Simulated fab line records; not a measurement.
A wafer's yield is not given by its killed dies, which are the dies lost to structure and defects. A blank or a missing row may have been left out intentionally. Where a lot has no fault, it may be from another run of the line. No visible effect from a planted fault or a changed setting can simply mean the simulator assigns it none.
Matching of chambers ; flow n5-finfet ; 3 sister chambers for N5_BEOL_M9_CURE_71 on uv-cure-02
The step cures SiCOH lowk, time 240 s. 6 wafers are shown with their chamber, then 8 later ones without.

WAFERS, EACH WITH ITS CHAMBER
wafer;chamber;wafer_temp_C_max;lamp-power-pct (%)
L074.5;1;387.6;52.37
L074.6;1;388.3;52.28
L082.4;2;387.5;52.37
L084.2;0;385.9;52.26
L084.5;0;386.2;52.19
L091.3;2;386.7;52.31

WAFERS WITHOUT THEIR CHAMBER
wafer;wafer_temp_C_max;lamp-power-pct (%)
L091.4;386.7;52.25
L091.6;387.1;52.14
L094.2;387.2;52.36
L094.4;388.0;52.34
L094.5;388.3;52.26
L097.1;387.0;52.31
L097.3;386.4;52.36
L097.4;386.9;52.43

THE CHAMBER EACH PASSED THROUGH
wafer;from the rows above;in truth
L091.4;can't be placed: 0 or 2 or 1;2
L091.6;can't be placed: 0 or 2 or 1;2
L094.2;can't be placed: 2 or 1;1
L094.4;can't be placed: 1 or 2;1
L094.5;can't be placed: 1 or 2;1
L097.1;can't be placed: 2 or 1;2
L097.3;can't be placed: 2 or 0 or 1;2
L097.4;can't be placed: 2 or 1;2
Placed correctly: 0 of 8. Not placeable from these rows: 8 (in 8, the candidates include the true chamber). 0 placed wrongly.
How it was worked out, from the rows above alone: a wafer's distance from a chamber is the root of the sum, over the readings, of the square of ((its reading less the chamber's mean) divided by the reading's scatter). The wafer belongs to the nearest chamber; if the next one is less than 2 further off, it can't be placed. Each chamber's mean is taken over the wafers shown for it. How the scatter is found: for the shown wafers, subtract from each reading the mean of its chamber, square and add these, divide the total by (wafers less chambers), then take the root.
